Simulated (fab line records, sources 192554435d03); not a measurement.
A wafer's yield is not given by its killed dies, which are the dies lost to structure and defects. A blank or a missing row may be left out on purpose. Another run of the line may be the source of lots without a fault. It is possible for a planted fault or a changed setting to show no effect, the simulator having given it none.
Matching of chambers | flow n5Finfet | 4 sister chambers for N5_MOL_CONTACT_COAG_ETCH_106 on rieDiel-03
The step etches SOC in N2/H2, target depth 80 nm, overetch 16 nm, time 120 s. 4 wafers are shown with their chamber, then 10 later ones without.

== WAFERS PAIRED WITH THEIR CHAMBERS ==
wafer  | chamber | throttleValvePct (%)
L081.6 | 0       | 18.22
L084.5 | 2       | 17.63
L089.3 | 3       | 18.20
L089.4 | 1       | 17.33

== WAFERS WHOSE CHAMBER IS MISSING ==
wafer  | throttleValvePct (%)
L089.6 | 17.67
L092.2 | 18.26
L092.4 | 17.33
L092.5 | 18.28
L094.2 | 18.28
L094.4 | 17.71
L094.6 | 17.69
L096.2 | 17.70
L096.4 | 17.36
L096.6 | 17.73

== CHAMBER TAKEN BY EACH ==
wafer  | from the rows above     | in truth
L089.6 | 2                       | 2
L092.2 | can't be placed: 0 or 3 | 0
L092.4 | 1                       | 1
L092.5 | can't be placed: 0 or 3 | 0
L094.2 | can't be placed: 0 or 3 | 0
L094.4 | 2                       | 2
L094.6 | 2                       | 2
L096.2 | 2                       | 2
L096.4 | 1                       | 1
L096.6 | 2                       | 2
7 of 10 placed correctly. These rows do not allow placing 3 (true chamber among the candidates in 3). Number placed wrongly: 0.
How it was worked out, from the rows above alone: a wafer's distance from a chamber is the root of the sum, over the readings, of the square of ((its reading less the chamber's mean) divided by the reading's scatter). If the next closest chamber is less than 2 further off than the closest, the wafer can't be placed; otherwise it belongs to the closest. The mean given for a chamber averages the wafers shown for that chamber. The scatter (one wafer shown for each chamber): square how far every hidden wafer sits from the nearest shown wafer, average those squares and take the square root.
